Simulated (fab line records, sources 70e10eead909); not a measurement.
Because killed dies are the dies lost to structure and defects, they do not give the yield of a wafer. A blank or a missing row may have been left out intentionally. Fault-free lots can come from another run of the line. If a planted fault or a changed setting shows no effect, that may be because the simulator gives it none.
Comparing a struck lot with a sound one + flow nand harc + 15 out of 1302 route steps
Sound: wafers L878.3, L878.4, L878.5. The struck wafers were L890.4, L890.6. The cause is named last.
At each step with rows: each side's tool, then ch and its chambers, then its first start. Under that, the readings that differ: sound wafers + struck wafers + difference of the means + sigmas: that difference in standard deviations of wafers without a fault.
alike: readings whose means differ by less than 2 such deviations, and words and numbers that are the same on both sides. not compared: withheld readings, readings that some wafer has no value for, bounds like >300 that may hide the same value, and numbers for which the record gives no deviation and whose values overlap.
A row with sigmas, a row that says differs or no value, or rows on one side alone: a step with any of these is where the two part. Numbers that have no deviation but don't overlap get no sigmas and don't part them. A reading that every wafer of one side lacks parts them only if that side has two wafers or more.

first, 5 steps without rows for these wafers: NHARC_A_SGD_CUT_SOFTBAKE_04 (time 55 s); NHARC_A_SGD_CUT_EBR_05; NHARC_A_SGD_CUT_EXPOSE_06 (exposes mask SGD); NHARC_A_SGD_CUT_PEB_07 (peb time 65 s); NHARC_A_SGD_CUT_DEVELOP_08 (develop time 35 s).
NHARC_A_SGD_CUT_CD_MEAS_09: target cd 100 nm.
  sound on cd sem-02 ch 0, day 20 00:46; struck on cd sem-03 ch 0, day 25 03:43
  alike: cd nm
NHARC_A_SGD_CUT_OVL_MEAS_10:
  sound: overlay-02 at day 20 00:51; struck: overlay-02 at day 25 03:47
  alike: overlay x nm, overlay y nm
NHARC_A_SGD_CUT_INSPECT_11:
  sound: defect inspect-01 at day 20 00:53; struck: defect inspect-01 at day 25 03:50
  alike: raw defect count
NHARC_A_SGD_CUT_DESCUM_14: chemistry O2, time 3 s.
  sound on rie diel-05 ch 1,2, day 20 00:57; struck on rie diel-09 ch 0, day 25 03:53
  alike: chamber pressure mTorr, drypump motor current A, mfc ar sccm, oes product au, rf vpp V, showerhead plenum p Torr, throttle valve pct
  not compared: rf hours counter h
NHARC_A_SGD_CUT_ETCH_58: etches the open film in CF4, target depth 39 nm, time 65 s.
  sound on rie diel-05 ch 2,3, day 20 01:02; struck on rie diel-09 ch 2,3, day 25 03:59
  alike: bias w, chamber pressure mTorr, drypump motor current A, mfc ar sccm, oes product au, rf vpp V, showerhead plenum p Torr, throttle valve pct
  not compared: rf hours counter h
NHARC_A_SGD_CUT_ETCH_59: etches the open film in N2/H2, target depth 260 nm, time 406.25 s.
  sound on rie diel-05 ch 1,2; struck on rie diel-09 ch 0,2
  alike: bias w, chamber pressure mTorr, drypump motor current A, mfc ar sccm, oes product au, rf vpp V, showerhead plenum p Torr, throttle valve pct
  not compared: rf hours counter h
NHARC_A_SGD_CUT_ETCH_15: etches the open film in CH3F/O2, target depth 75 nm, time 64.3 s.
  sound on rie diel-05 ch 0,2; struck on rie diel-09 ch 2
  alike: bias w, chamber pressure mTorr, drypump motor current A, mfc ar sccm, oes product au, rf vpp V, showerhead plenum p Torr, throttle valve pct
  not compared: rf hours counter h
NHARC_A_SGD_CUT_ETCH_16: etches the open film in C4F8/O2/Ar, target depth 310.5 nm, time 155.2 s.
  sound on rie diel-05 ch 0,2, day 20 01:31; struck on rie diel-09 ch 0,2, day 25 04:29
| reading               | sound             | struck      | difference | sigmas |
|-----------------------|-------------------|-------------|------------|--------|
| oes product au (a.u.) | 0.989 0.973 0.992 | 0.884 0.892 | -0.097     | -6     |
  alike: bias w, chamber pressure mTorr, rf vpp V
  not compared: rf hours counter h
then, 1 step without rows for these wafers: NHARC_A_SGD_CUT_STRIP_60 (strips in C4F8/O2/Ar).
-- the record jumps here: 5 days lie between the struck wafers' starts before and after (it left off in module A_SGD_CUT and takes up again in module END, whose first step shown is number 1302 of the route) --
NHARC_END_SORT_01:
  sound on prober-01 ch 0, day 25 09:11; struck on prober-02 ch 0, day 30 07:55
| reading         | sound    | struck                                        | difference                   | sigmas |
|-----------------|----------|-----------------------------------------------|------------------------------|--------|
| hold            | - - -    | await dispo/2.6h/scrap await dispo/2.6h/scrap | no value on the sound wafers |        |
| killed at array | 64 65 65 | 614 606                                       | +545                         | +27    |
| killed dies     | 73 74 75 | 621 611                                       | +542                         | +26    |
  alike: killed at other, killed at periphery, killed open, killed short

## WHERE THEY PART
Last at NHARC_END_SORT_01 as far as this record goes, first at NHARC_A_SGD_CUT_ETCH_16.

WHY: the cause the simulator had injected
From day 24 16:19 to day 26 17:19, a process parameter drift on rie diel-09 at NHARC_A_SGD_CUT_ETCH_16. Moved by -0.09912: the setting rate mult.
